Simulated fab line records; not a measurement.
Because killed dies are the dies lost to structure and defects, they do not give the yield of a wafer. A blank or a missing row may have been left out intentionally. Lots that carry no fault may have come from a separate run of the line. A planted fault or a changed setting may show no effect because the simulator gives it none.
Chamber matching ; flow n5_finfet ; 4 sister chambers for N5_BEOL_M12_CMP_49 on cmp-02
The step polishes, stops on SiOC, t overpolish 20.6 s, target thk 320 nm. 4 wafers are shown with their chamber, then 12 later ones without.

## WAFERS PAIRED WITH THEIR CHAMBERS
wafer;chamber;motor_current_A (A)
L087.2;2;6.3
L088.1;0;6.9
L088.3;3;7.6
L088.4;1;6.2

## WAFERS MISSING THEIR CHAMBER
wafer;motor_current_A (A)
L090.2;6.2
L090.5;7.3
L090.6;5.9
L094.1;6.9
L094.2;7.7
L094.6;7.8
L097.1;6.2
L097.2;7.5
L097.5;7.2
L095.1;7.7
L095.2;7.1
L095.4;6.5

## THE CHAMBER EACH PASSED THROUGH
wafer;from the rows above;in truth
L090.2;can't be placed: 1 or 2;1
L090.5;can't be placed: 3 or 0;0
L090.6;can't be placed: 1 or 2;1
L094.1;0;0
L094.2;3;3
L094.6;3;3
L097.1;can't be placed: 1 or 2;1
L097.2;3;3
L097.5;can't be placed: 0 or 3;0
L095.1;3;3
L095.2;can't be placed: 0 or 3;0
L095.4;can't be placed: 2 or 1 or 0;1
Correct placement for 5 of the 12. Unplaceable from these rows: 7, with the true chamber sitting among the candidates in 7. Number placed wrongly: 0.
How it was worked out, from the rows above alone: a wafer's distance from a chamber is the root of the sum, over the readings, of the square of ((its reading less the chamber's mean) divided by the reading's scatter). The wafer belongs to the nearest chamber; if the next one is less than 2 further off, it can't be placed. A chamber's mean is the mean of its shown wafers. The scatter: root of mean squared gap, hidden wafer to nearest shown wafer, with one shown wafer a chamber.
